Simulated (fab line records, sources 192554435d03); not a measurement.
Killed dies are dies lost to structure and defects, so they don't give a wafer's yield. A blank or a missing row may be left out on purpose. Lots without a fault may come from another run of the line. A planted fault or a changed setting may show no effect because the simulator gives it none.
fab line records | flow n5_finfet
record lots=7 wafers=39
route steps=1938 shown DUMMY_GATE@246
start_h: hours from the record's first day to the start of the lot's first wafer shown | wait_h: hours since the lot's step before | " the same as in the row above | L1.1+2: a row that stands for several wafers | - no value, or no start given | * or withheld: withheld | < > ~ a bound
route shown NAME@n: a module of which the file shows steps, and the number in the route of the first | usual: mean/standard deviation of fault-free wafers | same: alike in all rows | chamber/n: place in a boat | sites: the reading at each site | _std_site: their standard deviation | _edge_site: outer sites' mean less inner sites' | radius_mm: how far each site lies from the wafer's centre | mask NAME#n: copy n | behind: the tool/chamber that last shaped the wafer | hold: why the lot was held/for how many hours/how that ended | device: the transistor (n, p or np) that didn't switch | end of line: the same wafers' tests at the end of the route | a step without rows: its recipe alone | killed: dies lost to structure and defects at the first sort, not the wafer's yield | map: a wafer's dies, x killed, . not, _ none there
set.NAME: the setting as run; set.NAME@STEP: as run at that earlier step | model.NAME: the simulator's own value behind a step, which no gauge read
lots whose settings were changed on purpose; a table a step, a row a wafer
## steps
# step N5_DUMMY_GATE_ETCH_32
# recipe chemistry=CF4 target=SiO2 target_depth_a=35 time_s=3.9 ion_energy_ev=350 pressure_mtorr=10 icp_w=800 bias_w=400 cf4_flow_sccm=80
# columns lot.wafer tool chamber start_h wait_h set.time_s model.etch.depth_nm
L075.1 rie_si-04 0 52.00 0.1 4.814 4.298
L075.2 " 1 " " 3.9 3.444
L075.3 " 2 " " 4.814 4.409
L075.4 " 3 " " 3.9 3.342
L075.5 " 0 " " 3.9 3.493
L075.6 " 1 " " 4.814 4.222
L080.1 rie_si-05 3 81.74 0.1 3.201 2.965
L080.2 " 2 " " 3.201 3.05
L080.3 " 1 " " 3.9 3.535
L080.4 " 0 " " 3.9 3.549
L080.5 " 2 " " 3.9 3.725
L080.6 " 3 " " 3.201 2.976
L082.1 rie_si-04 0 93.76 0.1 3.037 2.663
L082.2 " 2 " " 3.9 3.556
L082.3 " 3 " " 3.9 3.345
L082.4 " 0 " " 3.037 2.643
L082.5 " 3 " " 3.037 2.586
L082.6 " 2 " " 3.9 3.558
L088.1 rie_si-02 3 134.12 0.1 3.9 3.585
L088.2 " 0 " " 3.9 3.659
L088.3 " 2 " " 3.246 2.868
L088.4 " 1 " " 3.246 2.989
L088.5 " 1 " " 3.9 3.571
L088.6 " 2 " " 3.246 2.855
L090.2 rie_si-04 2 153.18 0.1 3.9 3.617
L090.4 " 3 " " 3.9 3.3
L090.6 " 1 " " 3.9 3.407
L093.1 rie_si-04 2 162.98 0.1 3.9 3.614
L093.2 " 3 " " 3.231 2.712
L093.3 " 0 " " 3.9 3.469
L093.4 " 0 " " 3.231 2.89
L093.5 " 2 " " 3.9 3.608
L093.6 " 3 " " 3.231 2.729
L097.1 rie_si-04 1 184.05 0.1 3.9 3.401
L097.2 " 2 " " 4.164 3.873
L097.3 " 3 " " 3.9 3.326
L097.4 " 1 " " 4.164 3.586
L097.5 " 2 " " 3.9 3.634
L097.6 " 3 " " 4.164 3.535
## key
split step=N5_DUMMY_GATE_ETCH_32 setting=time_s stated=3.9 by=wafer
response step=N5_DUMMY_GATE_ETCH_32 reading=model.etch.depth_nm change=+0.0389 per=1% r=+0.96
